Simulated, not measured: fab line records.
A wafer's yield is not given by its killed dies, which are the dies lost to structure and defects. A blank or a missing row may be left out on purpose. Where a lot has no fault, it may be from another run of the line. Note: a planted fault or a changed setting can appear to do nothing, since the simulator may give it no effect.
fab line records	flow nand_harc
record: lots: 6	wafers: 18	last_day: 34
route steps=1302 shown A_CHANNEL_HOLE_D2@585 END@1302
lots with no fault: from the same line, run without faults
start_h: hours from the record's opening day to when the first of the lot's shown wafers began	wait_h: hours elapsed since this lot's preceding step	" as in the row above	L1.1+2: several wafers, shown together as one row	- value missing, or start not given	* or withheld: withheld	< > ~ a bound
route shown NAME@n: NAME is a module with steps in the file, n the number in the route of the first one	usual: mean/standard deviation taken from wafers without a fault	same: alike in all rows	chamber/n: place in a boat	sites: readings site by site	_std_site: the values' standard deviation	_edge_site: mean of outer sites minus mean of inner sites	radius_mm: for every site, how far away it sits from the centre of the wafer	mask NAME#n: copy n	behind: the most recent tool/chamber to have shaped the wafer	hold: why the lot was held/for how many hours/how that ended	device: whichever transistor did not switch (one of n, p or np)	end of line: the route-end tests of the same wafers	where a step has no rows: the recipe by itself	killed: not the wafer's yield, but the dies lost to structure and defects at the first sort	map: a wafer's dies, x killed, . not, _ none there
set.NAME: the setting as run; set.NAME@STEP: as run at that earlier step	model.NAME: the simulator's own value behind a step, which no gauge read
certain route steps with their lots: each step a table, each wafer a row
services: the hour from which a tool's chamber was out of use, counted from the record's first day as start_h (under 0 if before that day), plus the number of hours and why
== steps ==
step: NHARC_A_CHANNEL_HOLE_D2_DESCUM_15
recipe: time_s: 3	o2_flow_sccm: 200	ar_flow_sccm: 0	bias_power_w: 0	chemistry: O2
step: NHARC_A_CHANNEL_HOLE_D2_ETCH_38
recipe: target_depth_a: 390	over_etch_frac: 0.3	time_s: 65	ion_energy_ev: 80	cf4_flow_sccm: 150	ar_flow_sccm: 0	rf_w: 300	bias_w: 100	chemistry: CF4
step: NHARC_A_CHANNEL_HOLE_D2_ETCH_39
recipe: target_depth_a: 2600	over_etch_frac: 0.3	time_s: 325	ion_energy_ev: 200	n2_flow_sccm: 150	h2_flow_sccm: 150	ar_flow_sccm: 0	rf_w: 400	bias_w: 150	chemistry: N2/H2
step: NHARC_A_CHANNEL_HOLE_D2_ETCH_34
recipe: target_depth_a: 1540	time_s: 77	cf4_flow_sccm: 100	chf3_flow_sccm: 30	ar_flow_sccm: 0	rf_w: 500	bias_w: 200	chemistry: CF4/CHF3
step: NHARC_A_CHANNEL_HOLE_D2_ETCH_16
recipe: target_depth_a: 31000	over_etch_frac: 0.3	time_s: 806	ion_energy_ev: 150	o2_flow_sccm: 400	cos_flow_sccm: 20	ar_flow_sccm: 0	rf_w: 500	bias_w: 300	chemistry: O2/COS
step: NHARC_A_CHANNEL_HOLE_D2_CD_MEAS_18
usual: cd_nm: 98.5/2.5
lot.wafer	tool	chamber	start_h	wait_h	cd_nm
L195.2	cd_sem-02	-	314.04	-	99.7
L195.5	"	-	"	"	98.5
L195.6	"	-	"	"	96.4
L197.3	cd_sem-02	-	344.44	-	101.0
L197.4	"	-	"	"	95.9
L197.6	"	-	"	"	98.6
L199.3	cd_sem-01	-	362.78	-	98.0
L199.4	"	-	"	"	102.6
L199.6	"	-	"	"	100.2
L210.2	cd_sem-03	-	464.97	-	99.8
L210.4	"	-	"	"	96.8
L210.5	"	-	"	"	101.2
L211.1	cd_sem-02	-	476.62	-	97.8
L211.2	"	-	"	"	101.6
L211.5	"	-	"	"	101.5
L216.1	cd_sem-03	-	526.73	-	99.3
L216.3	"	-	"	"	94.1
L216.6	"	-	"	"	96.3
step: NHARC_A_CHANNEL_HOLE_D2_ETCH_19
recipe: bias_v: 1200	source_w: 2500	pressure_mtorr: 15	time_s: 34.5	ar_flow_sccm: 375	c4f8_flow_sccm: 28.8	o2_flow_sccm: 96.2	temp_c: -20	target_depth_a: *	chemistry: C4F8/O2/Ar
step: NHARC_A_CHANNEL_HOLE_D2_ETCH_20
recipe: bias_v: 3000	source_w: withheld	pressure_mtorr: 20	time_s: 361.9	ar_flow_sccm: 375	c4f8_flow_sccm: 89.3	o2_flow_sccm: 35.7	temp_c: -20	target_depth_a: 16000	chemistry: C4F8/O2/Ar
usual: drypump_motor_current_A: 5.7/0.64	oes_air_line_au: 1.002/0.022	showerhead_plenum_p_Torr: 3.67/0.18	throttle_valve_pct: 32.154/0.0088
lot.wafer	tool	chamber	start_h	wait_h	drypump_motor_current_A	oes_air_line_au	rf_hours_counter_h	showerhead_plenum_p_Torr	throttle_valve_pct
L195.2	har_etch-01	0	314.22	0.1	5.0	1.040	157	3.54	32.161
L195.5	"	0	"	"	5.0	1.038	-	3.54	32.158
L195.6	"	1	"	"	5.1	1.007	-	3.63	32.144
L197.4	har_etch-02	1	344.72	0.2	6.0	1.025	-	3.42	32.164
L197.3	"	0	"	"	6.6	0.972	-	3.61	32.150
L197.6	"	1	"	"	6.0	1.027	-	3.42	32.159
L199.4	har_etch-01	1	363.07	0.2	5.1	0.963	-	3.62	32.151
L199.3	"	0	"	"	5.0	0.997	-	3.53	32.158
L199.6	"	0	"	"	5.0	1.011	-	3.53	32.149
L210.2	har_etch-02	1	466.34	0.1	5.9	0.978	42	3.91	32.150
L210.4	"	1	"	"	6.0	0.991	-	3.91	32.146
L210.5	"	0	"	"	6.6	1.018	-	3.91	32.159
L211.2	har_etch-02	0	476.80	0.1	6.6	1.007	50	3.90	32.152
L211.1	"	1	"	"	5.9	0.990	50	3.90	32.163
L211.5	"	0	"	"	6.5	0.974	-	3.90	32.166
L216.1	har_etch-01	1	526.92	0.1	5.1	1.001	283	3.56	32.160
L216.3	"	1	"	"	5.1	1.010	-	3.56	32.163
L216.6	"	1	"	"	5.1	1.010	-	3.56	32.156
step: NHARC_A_CHANNEL_HOLE_D2_ETCH_21
recipe: bias_v: 3000	source_w: withheld	pressure_mtorr: 20	time_s: 514.3	ar_flow_sccm: 375	c4f8_flow_sccm: 89.3	o2_flow_sccm: 35.7	temp_c: -20	target_depth_a: 16000	chemistry: C4F8/O2/Ar
usual: drypump_motor_current_A: 5.7/0.64	oes_air_line_au: 0.998/0.02	showerhead_plenum_p_Torr: 3.67/0.18	throttle_valve_pct: 32.155/0.0094
lot.wafer	tool	chamber	start_h	wait_h	drypump_motor_current_A	oes_air_line_au	rf_hours_counter_h	showerhead_plenum_p_Torr	throttle_valve_pct
L195.2	har_etch-01	0	314.54	0.3	5.1	0.989	157	3.54	32.153
L195.5	"	0	"	"	5.1	1.005	-	3.54	32.146
L195.6	"	1	"	"	5.1	0.960	-	3.63	32.144
L197.4	har_etch-02	1	345.08	0.3	5.9	1.013	-	3.42	32.154
L197.3	"	0	"	"	6.6	0.989	-	3.61	32.158
L197.6	"	1	"	"	5.9	1.008	-	3.42	32.166
L199.4	har_etch-01	1	363.43	0.3	5.1	0.992	-	3.62	32.163
L199.3	"	0	"	"	5.0	0.981	-	3.52	32.148
L199.6	"	0	"	"	5.0	0.998	-	3.53	32.152
L210.2	har_etch-02	1	466.67	0.3	5.9	0.961	42	3.91	32.161
L210.4	"	1	"	"	5.9	0.980	-	3.91	32.147
L210.5	"	0	"	"	6.6	1.021	-	3.91	32.164
L211.2	har_etch-02	0	477.12	0.3	6.6	0.976	50	3.90	32.164
L211.1	"	1	"	"	5.9	0.987	50	3.90	32.157
L211.5	"	0	"	"	6.6	0.995	-	3.90	32.147
L216.1	har_etch-01	1	527.24	0.3	5.1	1.006	283	3.56	32.147
L216.3	"	1	"	"	5.2	0.986	-	3.56	32.163
L216.6	"	1	"	"	5.2	1.003	-	3.56	32.152
step: NHARC_A_CHANNEL_HOLE_D2_ETCH_22
recipe: bias_v: 3000	source_w: withheld	pressure_mtorr: 20	time_s: 666.7	ar_flow_sccm: 375	c4f8_flow_sccm: 89.3	o2_flow_sccm: 35.7	temp_c: -20	target_depth_a: 16000	chemistry: C4F8/O2/Ar
usual: drypump_motor_current_A: 5.7/0.64	oes_air_line_au: 1.000/0.019	showerhead_plenum_p_Torr: 3.67/0.18	throttle_valve_pct: 32.154/0.0094
lot.wafer	tool	chamber	start_h	wait_h	drypump_motor_current_A	oes_air_line_au	rf_hours_counter_h	showerhead_plenum_p_Torr	throttle_valve_pct
L195.2	har_etch-01	0	314.99	0.4	5.0	1.033	158	3.54	32.145
L195.5	"	0	"	"	5.1	1.015	-	3.54	32.171
L195.6	"	1	"	"	5.1	0.989	-	3.63	32.154
L197.4	har_etch-02	1	345.57	0.4	5.9	0.990	-	3.42	32.156
L197.3	"	0	"	"	6.6	1.006	-	3.61	32.170
L197.6	"	1	"	"	5.9	1.002	-	3.42	32.159
L199.4	har_etch-01	1	363.92	0.4	5.1	0.984	-	3.62	32.146
L199.3	"	0	"	"	5.0	0.988	-	3.53	32.161
L199.6	"	0	"	"	5.0	1.003	-	3.53	32.145
L210.2	har_etch-02	1	467.14	0.4	5.9	0.979	43	3.91	32.153
L210.4	"	1	"	"	5.9	0.979	-	3.91	32.135
L210.5	"	0	"	"	6.6	1.010	-	3.91	32.151
L211.2	har_etch-02	0	477.56	0.4	6.6	1.018	50	3.90	32.153
L211.1	"	1	"	"	6.0	0.989	50	3.91	32.157
L211.5	"	0	"	"	6.6	0.994	-	3.90	32.149
L216.1	har_etch-01	1	527.67	0.4	5.1	1.052	284	3.56	32.145
L216.3	"	1	"	"	5.1	1.026	-	3.56	32.151
L216.6	"	1	"	"	5.1	0.998	-	3.56	32.160
step: NHARC_A_CHANNEL_HOLE_D2_ETCH_23
recipe: bias_v: 5000	source_w: withheld	pressure_mtorr: 20	time_s: 819	ar_flow_sccm: 375	c4f8_flow_sccm: 89.3	o2_flow_sccm: 35.7	temp_c: -20	target_depth_a: 16000	chemistry: C4F8/O2/Ar
usual: drypump_motor_current_A: 5.7/0.63	oes_air_line_au: 0.996/0.02	showerhead_plenum_p_Torr: 3.67/0.18	throttle_valve_pct: 32.155/0.0094
lot.wafer	tool	chamber	start_h	wait_h	drypump_motor_current_A	oes_air_line_au	rf_hours_counter_h	showerhead_plenum_p_Torr	throttle_valve_pct
L195.2	har_etch-01	0	315.54	0.5	5.0	1.006	158	3.54	32.153
L195.5	"	0	"	"	5.1	1.011	-	3.54	32.163
L195.6	"	1	"	"	5.1	0.996	-	3.63	32.152
L197.4	har_etch-02	1	346.18	0.5	5.9	1.007	-	3.42	32.151
L197.3	"	0	"	"	6.6	0.958	-	3.61	32.167
L197.6	"	1	"	"	5.9	0.972	-	3.42	32.162
L199.4	har_etch-01	1	364.53	0.5	5.1	1.036	-	3.62	32.164
L199.3	"	0	"	"	5.0	0.971	-	3.53	32.161
L199.6	"	0	"	"	5.1	0.991	-	3.52	32.147
L210.2	har_etch-02	1	467.72	0.5	5.9	0.971	43	3.91	32.153
L210.4	"	1	"	"	6.0	0.977	-	3.91	32.143
L210.5	"	0	"	"	6.7	1.015	-	3.91	32.163
L211.2	har_etch-02	0	478.13	0.5	6.6	0.999	51	3.90	32.170
L211.1	"	1	"	"	5.9	1.013	51	3.90	32.158
L211.5	"	0	"	"	6.7	1.002	-	3.90	32.155
L216.1	har_etch-01	1	528.24	0.5	5.1	1.013	284	3.56	32.136
L216.3	"	1	"	"	5.1	1.010	-	3.56	32.149
L216.6	"	1	"	"	5.1	0.976	-	3.56	32.138
step: NHARC_A_CHANNEL_HOLE_D2_ETCH_24
recipe: bias_v: 5000	source_w: withheld	pressure_mtorr: 20	time_s: 906.2	ar_flow_sccm: 375	c4f8_flow_sccm: 93.8	o2_flow_sccm: 31.2	temp_c: -20	target_depth_a: 15000	chemistry: C4F8/O2/Ar
step: NHARC_A_CHANNEL_HOLE_D2_ETCH_25
recipe: bias_v: 5000	source_w: withheld	pressure_mtorr: 20	time_s: 1040.2	ar_flow_sccm: 375	c4f8_flow_sccm: 93.8	o2_flow_sccm: 31.2	temp_c: -20	target_depth_a: 15000	chemistry: C4F8/O2/Ar
usual: drypump_motor_current_A: 5.7/0.64	oes_air_line_au: 0.997/0.019	showerhead_plenum_p_Torr: 3.66/0.18	throttle_valve_pct: 32.235/0.0089
lot.wafer	tool	chamber	start_h	wait_h	drypump_motor_current_A	oes_air_line_au	rf_hours_counter_h	showerhead_plenum_p_Torr	throttle_valve_pct
L195.2	har_etch-01	0	317.02	0.7	5.0	0.979	160	3.53	32.229
L195.5	"	0	"	"	5.0	0.985	-	3.53	32.242
L195.6	"	1	"	"	5.1	0.979	-	3.63	32.248
L197.4	har_etch-02	1	347.71	0.7	5.9	0.987	-	3.42	32.239
L197.3	"	0	"	"	6.6	1.000	-	3.60	32.257
L197.6	"	1	"	"	5.9	1.000	-	3.42	32.242
L199.4	har_etch-01	1	366.05	0.7	5.2	0.995	-	3.61	32.231
L199.3	"	0	"	"	5.1	0.978	-	3.52	32.225
L199.6	"	0	"	"	5.1	0.983	-	3.52	32.231
L210.2	har_etch-02	1	469.24	0.7	6.0	0.975	45	3.90	32.235
L210.4	"	1	"	"	6.0	0.981	-	3.90	32.232
L210.5	"	0	"	"	6.6	0.994	-	3.90	32.254
L211.2	har_etch-02	0	479.58	0.6	6.6	0.998	52	3.90	32.238
L211.1	"	1	"	"	5.9	0.995	52	3.90	32.227
L211.5	"	0	"	"	6.6	1.010	-	3.90	32.229
L216.1	har_etch-01	1	529.69	0.6	5.1	1.005	286	3.56	32.251
L216.3	"	1	"	"	5.1	1.020	-	3.56	32.235
L216.6	"	1	"	"	5.1	1.014	-	3.56	32.227
step: NHARC_A_CHANNEL_HOLE_D2_ETCH_26
recipe: bias_v: 300	source_w: 2000	pressure_mtorr: 30	time_s: 224.1	ar_flow_sccm: 375	c4f8_flow_sccm: 11.4	o2_flow_sccm: 113.6	temp_c: -20	target_depth_a: 3000	chemistry: C4F8/O2/Ar
step: NHARC_A_CHANNEL_HOLE_D2_ETCH_27
recipe: bias_v: 400	source_w: 2000	pressure_mtorr: 25	time_s: 90	ar_flow_sccm: 375	c4f8_flow_sccm: 41.7	o2_flow_sccm: 83.3	temp_c: -20	target_depth_a: 4000	chemistry: C4F8/O2/Ar
step: NHARC_A_CHANNEL_HOLE_D2_STRIP_41
recipe: n2_flow_sccm: 150	h2_flow_sccm: 150	ar_flow_sccm: 0	bias_w: 0	chemistry: N2/H2
step: NHARC_A_CHANNEL_HOLE_D2_STRIP_42
recipe: cf4_flow_sccm: 100	chf3_flow_sccm: 30	ar_flow_sccm: 0	bias_w: 0	chemistry: CF4/CHF3
step: NHARC_A_CHANNEL_HOLE_D2_STRIP_43
recipe: o2_flow_sccm: 400	cos_flow_sccm: 20	ar_flow_sccm: 0	bias_w: 0	chemistry: O2/COS
step: NHARC_A_CHANNEL_HOLE_D2_ETCH_44
recipe: target_depth_a: 1400	overetch_a: 140	time_s: 77	ion_energy_ev: 100	cf4_flow_sccm: 80	o2_flow_sccm: 20	ar_flow_sccm: 0	rf_w: 300	bias_w: 100	chemistry: CF4/O2
usual: drypump_motor_current_A: 5.6/0.49	oes_product_au: 0.999/0.01	rf_vpp_V: 197.6/1.3	showerhead_plenum_p_Torr: 1.32/0.046	throttle_valve_pct: 13.398/0.0086
lot.wafer	tool	chamber	start_h	wait_h	drypump_motor_current_A	oes_product_au	rf_hours_counter_h	rf_vpp_V	showerhead_plenum_p_Torr	throttle_valve_pct	model.A_CHANNEL_HOLE_D2.cd_nm
L195.2	rie_diel-03	0	318.84	0.1	5.4	1.003	1	199.3	1.36	13.405	90.94
L195.5	"	0	"	"	5.4	1.014	-	199.0	1.36	13.409	89.45
L195.6	"	1	"	"	6.1	0.986	-	199.0	1.34	13.398	89.57
L197.3	rie_diel-02	2	349.23	0.1	4.9	1.004	8	197.3	1.32	13.399	89.34
L197.4	"	1	"	"	6.0	1.013	8	200.6	1.39	13.403	90.67
L197.6	"	2	"	"	4.9	0.999	-	198.1	1.32	13.392	89.27
L199.4	rie_diel-09	1	367.62	0.1	4.8	0.997	1	196.5	1.26	13.402	91.22
L199.3	"	2	"	"	5.0	1.008	1	196.9	1.27	13.399	90.31
L199.6	"	3	"	"	5.7	0.986	-	196.6	1.30	13.388	88.93
L210.4	rie_diel-03	2	470.93	0.1	6.0	1.006	0	197.9	1.35	13.405	87.17
L210.2	"	3	"	"	6.1	0.994	0	196.8	1.27	13.391	85.68
L210.5	"	3	"	"	6.1	0.991	-	196.0	1.26	13.386	85.53
L211.1	rie_diel-03	1	481.41	0.1	6.1	0.973	2	199.0	1.34	13.413	86.17
L211.2	"	2	"	"	6.0	0.995	2	198.2	1.35	13.410	85.94
L211.5	"	2	"	"	5.9	0.997	-	196.8	1.35	13.381	86.21
L216.3	rie_diel-03	2	531.50	0.1	6.0	1.012	4	198.5	1.35	13.402	92.14
L216.1	"	3	"	"	6.2	0.989	4	197.8	1.26	13.411	90.39
L216.6	"	2	"	"	5.9	1.011	-	198.0	1.35	13.402	91.59
step: NHARC_A_CHANNEL_HOLE_D2_STRIP_28
recipe: o2_flow_sccm: 500	ar_flow_sccm: 0	bias_w: 0	chemistry: O2
step: NHARC_A_CHANNEL_HOLE_D2_PRECLEAN_29
recipe: time_s: *	temp_c: 50	bath_age_min: 0	chemistry: SC1
step: NHARC_A_CHANNEL_HOLE_D2_SRD_30
step: NHARC_A_CHANNEL_HOLE_D2_CD_MEAS_31
usual: cd_nm: 89.8/1.1
lot.wafer	tool	chamber	start_h	wait_h	cd_nm
L195.2	cd_sem-02	-	319.68	0.1	90.7
L195.5	"	-	"	"	89.7
L195.6	"	-	"	"	89.5
L197.3	cd_sem-02	-	350.04	-	89.7
L197.4	"	-	"	"	90.7
L197.6	"	-	"	"	89.3
L199.3	cd_sem-01	-	368.42	-	89.5
L199.4	"	-	"	"	90.7
L199.6	"	-	"	"	89.7
L210.2	cd_sem-03	-	471.73	-	85.5
L210.4	"	-	"	"	87.6
L210.5	"	-	"	"	85.6
L211.1	cd_sem-01	-	482.20	-	86.6
L211.2	"	-	"	"	86.6
L211.5	"	-	"	"	87.2
L216.1	cd_sem-03	-	532.28	-	90.3
L216.3	"	-	"	"	92.0
L216.6	"	-	"	"	91.4
step: NHARC_A_CHANNEL_HOLE_D2_XSEM_32
recipe: landing_energy_ev: 35000
usual: bot_cd_nm: 74.3/1.4	bow_nm: 8.57/0.27	tilt_deg: 0.07/0.04
lot.wafer	tool	chamber	start_h	wait_h	bot_cd_nm	bow_nm	tilt_deg
L195.2	xsem-02	0	319.77	0.1	74.9	8.83	0.14
L195.5	"	0	"	"	73.8	8.82	0.14
L195.6	"	0	"	"	73.6	8.73	0.14
L197.3	xsem-01	0	350.13	0.1	74.4	8.43	0.07
L197.4	"	0	"	"	75.4	8.38	0.07
L197.6	"	0	"	"	74.0	8.44	0.07
L199.3	xsem-01	0	368.50	0.1	74.2	9.08	0.06
L199.4	"	0	"	"	75.5	9.02	0.06
L199.6	"	0	"	"	74.5	9.15	0.06
L210.2	xsem-01	0	471.81	0.1	70.3	8.48	0.10
L210.4	"	0	"	"	72.3	8.47	0.10
L210.5	"	0	"	"	70.1	8.44	0.10
L211.1	xsem-02	0	482.29	0.1	72.1	8.81	0.01
L211.2	"	0	"	"	71.2	8.77	0.01
L211.5	"	0	"	"	71.4	8.73	0.01
L216.1	xsem-01	0	532.37	0.1	74.7	8.40	0.06
L216.3	"	0	"	"	77.8	8.39	0.06
L216.6	"	0	"	"	76.0	8.50	0.06
step: NHARC_END_SORT_01
recipe: temp_c: 25
usual: killed_at_array: 53/18	killed_at_other: 0.8/1.1	killed_at_periphery: 4.1/2.7	killed_dies: 58/18	killed_open: 3.1/1.7	killed_short: 2.7/1.7
same: gross_dies: 677
lot.wafer	tool	chamber	start_h	wait_h	killed_at_array	killed_at_other	killed_at_periphery	killed_dies	killed_open	killed_short
L199.3	prober-01	0	631.96	3.1	51	1	1	53	6	1
L199.4	prober-01	0	632.75	3.4	33	2	3	38	4	3
L199.6	prober-01	0	634.34	4.0	47	0	7	54	6	3
killed by level:class
L199.3 A_SLIT:chamber_film_flake=25 A_CHANNEL_HOLE_D2:chamber_film_flake=10 A_M1:chamber_film_flake=5 A_CHANNEL_FILL_D1:chamber_film_flake=4 A_CHANNEL_FILL_D1:geometric_particle:open=2 A_ONON_D2:geometric_particle:open=2 P_M0:geometric_particle:open=1 A_CHANNEL_HOLE_D1:geometric_particle:short=1
L199.4 A_SLIT:chamber_film_flake=15 A_CHANNEL_HOLE_D2:chamber_film_flake=6 A_M1:chamber_film_flake=3 A_STAIRCASE:chamber_film_flake=2 P_M0:geometric_particle:short=1 A_SOURCE_PLATE:geometric_particle:open=1 A_ONON_D1:geometric_particle:open=1 A_CHANNEL_FILL_D1:geometric_particle:open=1
L199.6 A_SLIT:chamber_film_flake=20 A_CHANNEL_HOLE_D2:chamber_film_flake=12 A_CHANNEL_FILL_D1:chamber_film_flake=4 A_M1:chamber_film_flake=4 P_STI:geometric_particle:short=1 P_CONTACT:geometric_particle:short=1 P_M0:geometric_particle:open=1 P_M2:geometric_particle:open=1
== services ==
tool	chamber	start_h	hours	kind
rie_diel-03	3	298.58	2.8	repair
har_etch-02	-	302.92	3.0	repair
rie_diel-09	-	320.10	9.0	pm
rie_diel-09	1	338.98	1.4	repair
rie_diel-09	1	352.78	7.3	repair
xsem-01	-	374.00	14.0	pm
har_etch-02	-	377.23	17.0	pm
har_etch-02	0	377.23	17.0	vent_cycle
har_etch-02	1	377.23	17.0	vent_cycle
xsem-01	-	392.65	0.9	repair
rie_diel-09	1	393.07	5.0	repair
rie_diel-02	-	393.70	9.0	pm
har_etch-02	0	394.23	-	clean
har_etch-02	0	394.23	-	consumable_replace:focus_ring
har_etch-02	0	394.23	-	consumable_replace:showerhead
har_etch-02	1	394.23	-	clean
har_etch-02	1	394.23	-	consumable_replace:focus_ring
xsem-01	-	400.45	1.4	repair
xsem-01	-	402.55	6.5	repair
rie_diel-03	-	458.30	9.0	pm
rie_diel-02	2	469.60	8.9	repair
rie_diel-03	2	483.70	2.8	repair
rie_diel-09	3	492.84	4.4	repair
rie_diel-09	-	497.10	9.0	pm
== key ==
first_sign: step: NHARC_A_CHANNEL_HOLE_D2_CD_MEAS_31	reading: cd_nm	direction: down	sigmas: 3	usual: 89.8	struck: 86.5
effect: step: NHARC_A_CHANNEL_HOLE_D2_XSEM_32	reading: bot_cd_nm	direction: down	sigmas: 2.3	usual: 74.3	struck: 71.2
model_effect: step: NHARC_A_CHANNEL_HOLE_D2_ETCH_44	value: A_CHANNEL_HOLE_D2.cd_nm	without: 90.09	struck: 86.12
met_at NHARC_A_CHANNEL_HOLE_D2_ETCH_25
struck_wafers L210.2,L210.4,L210.5,L211.1,L211.2,L211.5
tester_left_out L210,L211
onset_between 347.71 469.24
also_fits NHARC_A_CHANNEL_HOLE_D2_ETCH_20:har_etch-02,NHARC_A_CHANNEL_HOLE_D2_ETCH_21:har_etch-02,NHARC_A_CHANNEL_HOLE_D2_ETCH_22:har_etch-02,NHARC_A_CHANNEL_HOLE_D2_ETCH_23:har_etch-02
fault: kind: process_parameter_drift	tool: har_etch-02	chamber: -	onset_h: 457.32	steps: NHARC_A_CHANNEL_HOLE_D2_ETCH_25	channel: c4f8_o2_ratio	offset: 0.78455	shape: step	end_h: 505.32	acts_in: these_recipes_only	stated: 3
tester_left_out: of these lots the tester's yield and bins aren't shown, on N5 and GAA mostly nor the transistor test; their killed dies are dies lost to structure and defects alone, not to doping, threshold or leakage, so they don't give the yield
